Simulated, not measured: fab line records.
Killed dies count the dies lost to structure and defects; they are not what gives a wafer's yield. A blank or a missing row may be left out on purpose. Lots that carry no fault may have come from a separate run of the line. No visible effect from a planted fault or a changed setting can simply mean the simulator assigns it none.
Chamber matching + flow n5Finfet + cmp-04 running N5_ILD0_CMP_07: 4 sister chambers
The step polishes SiO2 flowable, stops on poly-Si, t overpolish 1.18 s, target thk 138.88 nm. 22 wafers are shown with their chamber, then 11 later ones without.

== WAFERS WITH THEIR CHAMBER ==
| wafer  | chamber | motorCurrentA (A) | retainingRingPressureFrac |
|--------|---------|-------------------|---------------------------|
| L075.2 | 0       | 10.1              | 1.005                     |
| L075.3 | 2       | 13.4              | 1.001                     |
| L075.6 | 1       | 12.9              | 0.994                     |
| L076.1 | 1       | 13.3              | 0.998                     |
| L076.3 | 2       | 13.1              | 1.007                     |
| L076.6 | 1       | 13.0              | 0.998                     |
| L077.2 | 2       | 12.5              | 0.996                     |
| L077.4 | 0       | 10.4              | 0.999                     |
| L077.6 | 3       | 12.7              | 0.999                     |
| L081.1 | 1       | 13.3              | 0.994                     |
| L081.2 | 0       | 9.9               | 1.012                     |
| L081.4 | 3       | 12.4              | 0.995                     |
| L084.3 | 3       | 12.7              | 1.006                     |
| L084.4 | 1       | 13.9              | 0.999                     |
| L084.6 | 3       | 12.8              | 1.011                     |
| L090.3 | 1       | 13.9              | 0.989                     |
| L090.4 | 3       | 13.0              | 1.004                     |
| L090.6 | 3       | 13.4              | 0.997                     |
| L092.1 | 2       | 12.9              | 0.992                     |
| L092.2 | 1       | 13.0              | 0.995                     |
| L092.5 | 3       | 12.0              | 1.002                     |
| L093.3 | 2       | 13.6              | 0.999                     |

SIGNATURES (averages over the wafers above)
| reading                   | chamber 0 | chamber 1 | chamber 2 | chamber 3 | scatter within a chamber |
|---------------------------|-----------|-----------|-----------|-----------|--------------------------|
| motorCurrentA             | 10.133    | 13.329    | 13.100    | 12.714    | 0.414                    |
| retainingRingPressureFrac | 1.00533   | 0.99529   | 0.99900   | 1.00200   | 0.00509                  |
Rule: a wafer's distance from a chamber is the root of the sum, over the readings, of the square of ((its reading less the chamber's mean) divided by the reading's scatter). The wafer belongs to the nearest chamber; if the next one is less than 2 further off, it can't be placed. The scatter is the square root of a quotient: the sum, over the shown wafers, of each reading's squared deviation from its chamber's mean, divided by wafers minus chambers.

== WAFERS WHOSE CHAMBER IS MISSING ==
| wafer  | motorCurrentA (A) | retainingRingPressureFrac |
|--------|-------------------|---------------------------|
| L093.5 | 13.1              | 1.006                     |
| L093.6 | 13.7              | 0.991                     |
| L095.2 | 13.1              | 1.001                     |
| L095.5 | 14.1              | 0.993                     |
| L095.6 | 10.1              | 1.006                     |
| L096.4 | 12.1              | 0.994                     |
| L096.5 | 10.1              | 1.008                     |
| L096.6 | 13.6              | 1.002                     |
| L097.2 | 13.4              | 1.008                     |
| L097.3 | 13.1              | 0.998                     |
| L097.6 | 12.8              | 0.994                     |

== EACH ONE'S CHAMBER ==
| wafer  | from the rows above          | in truth |
|--------|------------------------------|----------|
| L093.5 | can't be placed: 3 or 2 or 1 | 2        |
| L093.6 | can't be placed: 1 or 2 or 3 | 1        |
| L095.2 | can't be placed: 2 or 3 or 1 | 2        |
| L095.5 | can't be placed: 1 or 2 or 3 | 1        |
| L095.6 | 0                            | 0        |
| L096.4 | can't be placed: 3 or 2 or 1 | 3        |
| L096.5 | 0                            | 0        |
| L096.6 | can't be placed: 2 or 1 or 3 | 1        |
| L097.2 | can't be placed: 2 or 3 or 1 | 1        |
| L097.3 | can't be placed: 2 or 1 or 3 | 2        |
| L097.6 | can't be placed: 2 or 1 or 3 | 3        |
2 of 11 placed correctly. Can't be placed from these rows: 9 (the true chamber is among the candidates in 9). Placed wrongly: 0.
